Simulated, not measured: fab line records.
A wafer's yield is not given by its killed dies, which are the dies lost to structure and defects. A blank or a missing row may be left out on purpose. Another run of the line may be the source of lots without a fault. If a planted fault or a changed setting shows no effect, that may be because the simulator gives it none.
A struck lot beside a sound one || flow nand-harc || 28 out of 1302 route steps
Sound: the wafers L294.2, L294.3, L294.4. Struck: wafers L283.2, L283.4, L283.5. At the end, the cause is stated.
Order at every step that has rows: each side's tool, ch and its chambers, its first start. Under that, the readings that differ: sound wafers || struck wafers || difference of the means || sigmas: that difference in standard deviations of wafers without a fault.
alike: readings whose means differ by less than 2 such deviations, and words and numbers that are the same on both sides. not compared: withheld readings, readings that some wafer has no value for, bounds like >300 that may hide the same value, and numbers for which the record gives no deviation and whose values overlap.
A row with sigmas, a row that says differs or no value, or rows on one side alone: a step with any of these is where the two part. When numbers do not overlap yet have no deviation, they are printed without sigmas and do not part them. Lack of a reading on every wafer of one side parts them only where that side has two or more wafers.

first, 5 steps without rows for these wafers: NHARC_P_GATE_STRIP_15 (strips in SPM, time 780 s); NHARC_P_GATE_PRECLEAN_71 (cleans in SC1); NHARC_P_GATE_SRD_72; NHARC_P_GATE_OXIDE_16 (material SiO2, target thk 3 nm, ox time 392 s); NHARC_P_GATE_CVD_17 (deposits poly-Si, target thk 150 nm, time 900 s).
NHARC_P_GATE_HM_DEP_102: deposits aC, target thk 120 nm.
  sound on acl-dep-03 ch 0, day 11 00:16; struck on acl-dep-03 ch 0, day 6 19:24
  alike: susceptor-temp-C, throttle-valve-pct
then, 6 steps without rows for these wafers: NHARC_P_GATE_DEP_103 (deposits SiON, target thk 30 nm); NHARC_P_GATE_DEHYDRATE_18 (time 120 s); NHARC_P_GATE_HMDS_19 (time 30 s); NHARC_P_GATE_COAT_20 (resist thk 90 nm); NHARC_P_GATE_SOFTBAKE_21 (time 55 s); NHARC_P_GATE_EBR_22.
NHARC_P_GATE_EXPOSE_23: exposes mask P GATE, target cd 120 nm.
  sound on arfi-scanner-02 ch 0, day 11 01:23; struck on arfi-scanner-03 ch 0, day 6 20:24
{"reading": "mask", "sound": "P_GATE#0 P_GATE#0 P_GATE#0", "struck": "P_GATE_R1#0 P_GATE_R1#0 P_GATE_R1#0", "difference": "differs", "sigmas": ""}
  alike: reticle-temp-C
then, 2 steps without rows for these wafers: NHARC_P_GATE_PEB_24 (peb time 65 s); NHARC_P_GATE_DEVELOP_25 (develop time 35 s).
NHARC_P_GATE_CD_MEAS_26 targets a cd of 120 nm.
  sound on cd-sem-03 ch 0, day 11 01:32; struck on cd-sem-02 ch 0, day 6 20:32
{"reading": "cd-nm (nm)", "sound": "118.9 118.5 119.7", "struck": "93.8 93.4 93.8", "difference": -25.4, "sigmas": -49}
NHARC_P_GATE_OVL_MEAS_27:
  sound on overlay-01 at day 11 01:37; struck on overlay-02 at day 6 20:37
  alike: overlay-x-nm, overlay-y-nm
NHARC_P_GATE_INSPECT_28:
  sound on defect-inspect-02 at day 11 01:40; struck on defect-inspect-01 at day 6 20:40
  alike: raw-defect-count
NHARC_P_GATE_DESCUM_31: chemistry O2, time 3 s.
  sound on rie-diel-06 ch 1,2,3, day 11 01:43; struck on rie-diel-06 ch 0,2,3, day 6 20:43
{"reading": "model.P_GATE.cd-nm (nm)", "sound": "119 119.3 119.9", "struck": "94.2 94.15 93.99", "difference": -25.3, "sigmas": ""}
  alike: drypump-motor-current-A, mfc-ar-sccm, o2-flow-sccm, oes-product-au, rf-vpp-V, showerhead-plenum-p-Torr, throttle-valve-pct
  not compared: rf-hours-counter-h
NHARC_P_GATE_ETCH_104: etches the open film in CF4/CHF3, target depth 60 nm.
  sound on rie-diel-06 ch 0,2,3, day 11 01:48; struck on rie-diel-06 ch 2,3, day 6 20:49
  alike: drypump-motor-current-A, mfc-ar-sccm, oes-product-au, rf-fwd-power-W, rf-vpp-V, showerhead-plenum-p-Torr, throttle-valve-pct
NHARC_P_GATE_HM_OPEN_105: chemistry O2/COS, target depth 360 nm.
  sound: rie-diel-06 ch 0,1,2; struck: rie-diel-06 ch 0,1
  alike: drypump-motor-current-A, mfc-ar-sccm, o2-flow-sccm, oes-product-au, rf-fwd-power-W, rf-vpp-V, showerhead-plenum-p-Torr, throttle-valve-pct
  not compared: rf-hours-counter-h
then, 1 step without rows for these wafers: NHARC_P_GATE_STRIP_106 (strips in O2/COS).
NHARC_P_GATE_ETCH_114: etches the open film in CF4/O2, target depth 30 nm, overetch 3 nm, time 16.5 s.
  sound: rie-diel-06 ch 0,1,2; struck: rie-diel-06 ch 0,1,3
  alike: drypump-motor-current-A, mfc-ar-sccm, o2-flow-sccm, oes_f_703_au, oes-product-au, rf-fwd-power-W, rf-vpp-V, showerhead-plenum-p-Torr, throttle-valve-pct
  not compared: rf-hours-counter-h
NHARC_P_GATE_ETCH_32: etches the open film in HBr/Cl2, target depth 150 nm, time 100.1 s.
  sound on rie-si-02 ch 0,1,3, day 11 02:11; struck on rie-si-06 ch 0,3, day 6 21:13
{"reading": "model.P_GATE.cd-nm (nm)", "sound": "122.1 117.9 120.8", "struck": "96.17 95.18 94.41", "difference": -25.01, "sigmas": ""}
  alike: drypump-motor-current-A, hbr-flow-sccm, he-backside-leak-sccm, oes-product-au, rf-fwd-power-W, throttle-valve-pct
  not compared: rf-hours-counter-h
NHARC_P_GATE_STRIP_108: strips in O2.
  sound on rie-diel-07 ch 0,1,3, day 11 02:20; struck on rie-diel-06 ch 0,1,3, day 6 21:24
  alike: drypump-motor-current-A, mfc-ar-sccm, o2-flow-sccm, oes-product-au, rf-vpp-V, showerhead-plenum-p-Torr, throttle-valve-pct
  not compared: rf-hours-counter-h
NHARC_P_GATE_CD_MEAS_33:
  sound on cd-sem-01 at day 11 02:31; struck on cd-sem-02 at day 6 21:33
{"reading": "cd-nm (nm)", "sound": "122.1 118.2 121.1", "struck": "95.9 95.3 94.5", "difference": -25.2, "sigmas": -16}
then, 1 step without rows for these wafers: NHARC_P_GATE_STRIP_35 (strips in SPM, time 600 s).
-- the record jumps here: 20 days lie between the struck wafers' starts before and after (it left off in module P_GATE and takes up again in module END, whose first step shown is number 1302 of the route) --
NHARC_END_SORT_01:
  sound on prober-02 ch 0, day 30 14:47; struck on prober-01 ch 0, day 26 11:56
{"reading": "killed-at-other", "sound": "0 0 0", "struck": "5 6 4", "difference": "+5", "sigmas": "+4"}
{"reading": "killed-at-periphery", "sound": "1 3 1", "struck": "493 511 579", "difference": "+526", "sigmas": "+99 or more"}
{"reading": "killed-dies", "sound": "56 61 69", "struck": "539 568 613", "difference": "+511", "sigmas": "+30"}
  alike: killed-at-array, killed-open, killed-short

## WHERE THEY PART
First at NHARC_P_GATE_EXPOSE_23; last, within this record, at NHARC_END_SORT_01.

WHY: whatever the simulator had introduced
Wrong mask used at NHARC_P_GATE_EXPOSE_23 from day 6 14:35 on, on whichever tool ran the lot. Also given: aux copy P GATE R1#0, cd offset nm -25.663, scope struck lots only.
